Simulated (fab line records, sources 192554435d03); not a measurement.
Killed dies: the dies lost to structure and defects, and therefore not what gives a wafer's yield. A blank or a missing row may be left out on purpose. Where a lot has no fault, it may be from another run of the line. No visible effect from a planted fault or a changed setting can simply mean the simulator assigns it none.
Comparing a struck lot with a sound one / flow n5_finfet / 36 out of 1938 route steps
Sound: the wafers L148.3, L148.4, L148.6. Struck: wafer L139.4. (L139.2, L139.3 of the same lot were not struck and are left out.) The cause comes at the end.
At each step with rows: each side's tool, then ch and its chambers, then its first start. Under that, the readings that differ: sound wafers / struck wafers / difference of the means / sigmas: that difference in standard deviations of wafers without a fault.
alike: words and numbers the same on both sides, and readings whose means are apart by under 2 such deviations; not compared: readings that were withheld, readings missing a value for some wafer, numbers with overlapping values and no deviation given by the record, and bounds like >300 which may hide the same value.
Wherever a step has rows on one side only, a row that says differs or no value, or a row with sigmas, the two part there. When numbers do not overlap yet have no deviation, they are printed without sigmas and do not part them. Lack of a reading on every wafer of one side parts them only where that side has two or more wafers.

first, 8 steps without rows for these wafers: N5_BEOL_M10_SPUTTER_48 (material Cu, target thk 12 nm, time 2 s); N5_BEOL_M10_ECD_50 (material Cu, target thk 318 nm); N5_BEOL_M10_ANNEAL_51 (time 90 s); N5_BEOL_M10_CMP_52 (polishes, stops on SiCOH lowk, t overpolish 7 s, target thk 140 nm); N5_BEOL_M10_PRE_CLEAN_55 (time 15 s); N5_BEOL_M10_DEP_56 (deposits SiCN from 3MS/NH3, target thk 15 nm, time 26.5 s); N5_BEOL_M11_ILD_DEP_00 (deposits SiCOH lowk from DEMS/porogen, target thk 308.51 nm, time 58 s); N5_BEOL_M11_CURE_71 (cures SiCOH lowk, time 240 s).
N5_BEOL_M11_PECVD_70: deposits SiO2 from TEOS/O2, target thk 20 nm, time 22.7 s.
  sound on pecvd-03 ch 0,1, day 15 08:54; struck on pecvd-04 ch 1, day 12 18:49
reading=showerhead_plenum_p_Torr (Torr); sound=8.95 8.78 8.96; struck=8.72; difference=-0.18; sigmas=-2
reading=model.SiO2_of_BEOL_M11_PECVD_70.thk_nm (nm); sound=19.4 20.2 19.6; struck=25.8; difference=+6.1; sigmas=
  alike: heater_power_w, throttle_valve_pct
then, 24 steps without rows for these wafers: N5_BEOL_M11_HM_DEP_02 (deposits TiN, target thk 20 nm); N5_BEOL_M11_COAT_59 (time 60 s, resist thk 100 nm); N5_BEOL_M11_COAT_60 (time 60 s, resist thk 30 nm); N5_BEOL_M11_COAT_05 (resist thk 90 nm); N5_BEOL_M11_EBR_07; N5_BEOL_M11_SOFTBAKE_06 (time 60 s); N5_BEOL_M11_EXPOSE_08 (exposes mask M11); N5_BEOL_M11_PEB_09 (peb time 60 s); N5_BEOL_M11_DEVELOP_10 (develop time 30 s); N5_BEOL_M11_DESCUM_16 (chemistry O2, time 7.9 s); N5_BEOL_M11_ETCH_61 (etches SiARC in CF4, target depth 39 nm, time 65 s); N5_BEOL_M11_ETCH_62 (etches SOC in N2/H2, target depth 110 nm, overetch 22 nm, time 165 s); N5_BEOL_M11_STRIP_68 (strips in N2/H2); N5_BEOL_M11_STRIP_67 (strips in CF4); N5_BEOL_M11_HM_OPEN_17 (chemistry Cl2/BCl3, target TiN, target depth 20 nm, overetch 6 nm); N5_BEOL_M11_STRIP_19 (strips in O2); N5_BEOL_M11_COAT_63 (time 60 s, resist thk 100 nm); N5_BEOL_M11_COAT_64 (time 60 s, resist thk 30 nm); N5_BEOL_M11_COAT_22 (resist thk 90 nm); N5_BEOL_M11_EBR_24; N5_BEOL_M11_SOFTBAKE_23 (time 60 s); N5_BEOL_M11_EXPOSE_25 (exposes mask V10); N5_BEOL_M11_PEB_26 (peb time 60 s); N5_BEOL_M11_DEVELOP_27 (develop time 30 s).
N5_BEOL_M11_HM_STRIP_39: strips TiN in peroxide tin strip, target depth 25 nm, time 158 s.
  sound on wet_bench-05 ch 1,2,7, day 15 13:44; struck on wet_bench-03 ch 0, day 13 00:28
reading=model.SiO2_of_BEOL_M11_PECVD_70.thk_nm (nm); sound=19.2 20 19.4; struck=25.6; difference=+6.1; sigmas=
N5_BEOL_M11_CMP_52: polishes, stops on SiCOH lowk, t overpolish 7 s, target thk 140 nm.
  sound on cmp-03 ch 1,2, day 15 15:53; struck on cmp-01 ch 2, day 13 02:56
reading=barrier_field_endpoint_s (s); sound=27.7 28.3 27.2; struck=36.5; difference=+8.8; sigmas=+11
  alike: motor_current_A, retaining_ring_pressure_frac
N5_PASSIVATION_PROBE_49:
  only the struck wafers here have rows in the record (prober-02, day 15 00:30); the sound ones have none

WHERE THEY PART
Last at N5_PASSIVATION_PROBE_49 as far as this record goes, first at N5_BEOL_M11_PECVD_70.

WHY: whatever the simulator had introduced
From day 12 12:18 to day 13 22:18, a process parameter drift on pecvd-04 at N5_BEOL_M11_PECVD_70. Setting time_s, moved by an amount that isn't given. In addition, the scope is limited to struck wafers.
